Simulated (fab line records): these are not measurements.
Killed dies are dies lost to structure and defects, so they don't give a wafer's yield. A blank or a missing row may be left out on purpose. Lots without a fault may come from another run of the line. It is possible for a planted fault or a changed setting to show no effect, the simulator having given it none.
Matching of chambers + flow n5Finfet + 4 sister chambers for N5_BEOL_M6_ETCH_65 on rieDiel-06
The step etches SiARC in CF4, target depth 15.6 nm, time 26 s. 8 wafers are shown with their chamber, then 11 later ones without.

== WAFERS, EACH WITH ITS CHAMBER ==
| wafer  | chamber | drypumpMotorCurrentA (A) | showerheadPlenumPTorr (Torr) |
|--------|---------|--------------------------|------------------------------|
| L082.2 | 2       | 5.0                      | 2.11                         |
| L082.4 | 3       | 6.4                      | 2.23                         |
| L085.3 | 0       | 6.4                      | 2.15                         |
| L085.5 | 0       | 6.4                      | 2.15                         |
| L087.2 | 1       | 5.7                      | 2.07                         |
| L087.5 | 2       | 4.9                      | 2.11                         |
| L087.6 | 3       | 6.4                      | 2.23                         |
| L088.1 | 1       | 5.8                      | 2.06                         |

== WAFERS WITH NO CHAMBER GIVEN ==
| wafer  | drypumpMotorCurrentA (A) | showerheadPlenumPTorr (Torr) |
|--------|--------------------------|------------------------------|
| L088.4 | 6.4                      | 2.15                         |
| L088.5 | 6.4                      | 2.23                         |
| L090.3 | 5.8                      | 2.06                         |
| L090.4 | 6.4                      | 2.23                         |
| L090.6 | 6.4                      | 2.23                         |
| L094.2 | 6.4                      | 2.14                         |
| L094.3 | 4.9                      | 2.11                         |
| L094.6 | 4.9                      | 2.11                         |
| L096.4 | 5.7                      | 2.06                         |
| L096.5 | 4.9                      | 2.10                         |
| L096.6 | 6.4                      | 2.22                         |

== WHICH CHAMBER EACH ONE RAN IN ==
| wafer  | from the rows above | in truth |
|--------|---------------------|----------|
| L088.4 | 0                   | 0        |
| L088.5 | 3                   | 3        |
| L090.3 | 1                   | 1        |
| L090.4 | 3                   | 3        |
| L090.6 | 3                   | 3        |
| L094.2 | 0                   | 0        |
| L094.3 | 2                   | 2        |
| L094.6 | 2                   | 2        |
| L096.4 | 1                   | 1        |
| L096.5 | 2                   | 2        |
| L096.6 | 3                   | 3        |
11 of 11 placed correctly. Not placeable from these rows: 0. 0 placed wrongly.
How it was worked out, from the rows above alone: a wafer's distance from a chamber is the root of the sum, over the readings, of the square of ((its reading less the chamber's mean) divided by the reading's scatter). If the next closest chamber is less than 2 further off than the closest, the wafer can't be placed; otherwise it belongs to the closest. The mean given for a chamber averages the wafers shown for that chamber. The scatter: take each reading less its chamber's mean, square it, sum over the shown wafers, divide by the number of wafers less the number of chambers, and take the root.
